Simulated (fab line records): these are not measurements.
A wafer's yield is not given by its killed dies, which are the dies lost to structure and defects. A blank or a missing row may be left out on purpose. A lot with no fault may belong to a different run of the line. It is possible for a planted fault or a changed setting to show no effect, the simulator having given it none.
Matching of chambers	flow n5 finfet	4 sister chambers for N5_BEOL_M7_ALD_77 on ald metal-01
The step deposits TaN, target thk 2 nm, pulse time 2 s, purge time 3 s. 8 wafers are shown with their chamber, then 9 later ones without.

EACH WAFER AND ITS CHAMBER
wafer	chamber	heater power outer w (W)	heater power w (W)
L081.1	3	222	425
L085.2	2	244	446
L086.1	1	272	471
L086.3	0	242	435
L086.5	1	267	458
L088.1	3	221	448
L088.2	2	246	449
L088.5	0	243	437

WAFERS WHOSE CHAMBER IS MISSING
wafer	heater power outer w (W)	heater power w (W)
L090.2	266	463
L090.3	241	443
L090.5	248	429
L092.2	218	435
L092.4	266	460
L092.5	236	449
L095.1	237	466
L095.4	221	427
L095.6	220	444

WHICH CHAMBER EACH WENT THROUGH
wafer	from the rows above	in truth
L090.2	1	1
L090.3	can't be placed: 0 or 2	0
L090.5	can't be placed: 2 or 0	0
L092.2	3	3
L092.4	1	1
L092.5	can't be placed: 0 or 2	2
L095.1	can't be placed: 0 or 2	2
L095.4	3	3
L095.6	3	3
5 of 9 placed correctly. Can't be placed from these rows: 4 (the true chamber is among the candidates in 4). Number placed wrongly: 0.
How it was worked out, from the rows above alone: a wafer's distance from a chamber is the root of the sum, over the readings, of the square of ((its reading less the chamber's mean) divided by the reading's scatter). The wafer belongs to the nearest chamber; if the next one is less than 2 further off, it can't be placed. A chamber's mean is the mean of its shown wafers. The scatter: the root of (the sum of the squares of (reading less its chamber's mean) over the shown wafers, divided by (wafers less chambers)).
